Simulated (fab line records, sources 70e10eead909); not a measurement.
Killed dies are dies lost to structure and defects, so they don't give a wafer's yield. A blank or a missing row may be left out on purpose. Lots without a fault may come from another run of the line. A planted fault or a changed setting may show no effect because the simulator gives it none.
Chamber matching | flow nand_harc | NHARC_A_BONDPAD_ETCH_34 on rie_diel-06: 4 sister chambers
The step etches the open film in N2/H2, target depth 60 nm, overetch 18 nm, time 65.91 s. 8 wafers are shown with their chamber, then 12 later ones without.

WAFERS WITH THEIR CHAMBER
wafer  | chamber | showerhead_plenum_p_Torr (Torr) | rf_vpp_V (V)
L081.2 | 3       | 2.08                            | 432.1
L081.6 | 3       | 2.08                            | 430.5
L083.2 | 2       | 1.90                            | 426.3
L084.1 | 1       | 1.98                            | 429.7
L084.6 | 2       | 1.90                            | 424.9
L085.1 | 0       | 1.97                            | 427.4
L085.2 | 1       | 1.98                            | 429.2
L085.5 | 0       | 1.96                            | 428.0

WAFERS WITHOUT THEIR CHAMBER
wafer  | showerhead_plenum_p_Torr (Torr) | rf_vpp_V (V)
L086.2 | 1.97                            | 428.5
L086.4 | 2.08                            | 432.1
L086.6 | 1.90                            | 426.9
L088.2 | 2.08                            | 431.1
L088.4 | 1.90                            | 427.0
L088.5 | 2.08                            | 431.2
L095.1 | 1.98                            | 429.3
L095.3 | 1.96                            | 427.5
L095.5 | 1.96                            | 428.5
L097.1 | 2.08                            | 431.4
L097.4 | 1.96                            | 427.6
L097.5 | 1.96                            | 429.6

WHICH CHAMBER EACH WENT THROUGH
wafer  | from the rows above     | in truth
L086.2 | can't be placed: 0 or 1 | 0
L086.4 | 3                       | 3
L086.6 | 2                       | 2
L088.2 | 3                       | 3
L088.4 | 2                       | 2
L088.5 | 3                       | 3
L095.1 | 1                       | 1
L095.3 | 0                       | 0
L095.5 | 0                       | 0
L097.1 | 3                       | 3
L097.4 | 0                       | 0
L097.5 | 0                       | 0
Placed correctly: 11 of 12. Can't be placed from these rows: 1 (the true chamber is among the candidates in 1). Placed wrongly: 0.
How it was worked out, from the rows above alone: a wafer's distance from a chamber is the root of the sum, over the readings, of the square of ((its reading less the chamber's mean) divided by the reading's scatter). The wafer belongs to the nearest chamber; if the next one is less than 2 further off, it can't be placed. A chamber's mean is the mean of its shown wafers. The scatter: the root of (the sum of the squares of (reading less its chamber's mean) over the shown wafers, divided by (wafers less chambers)).
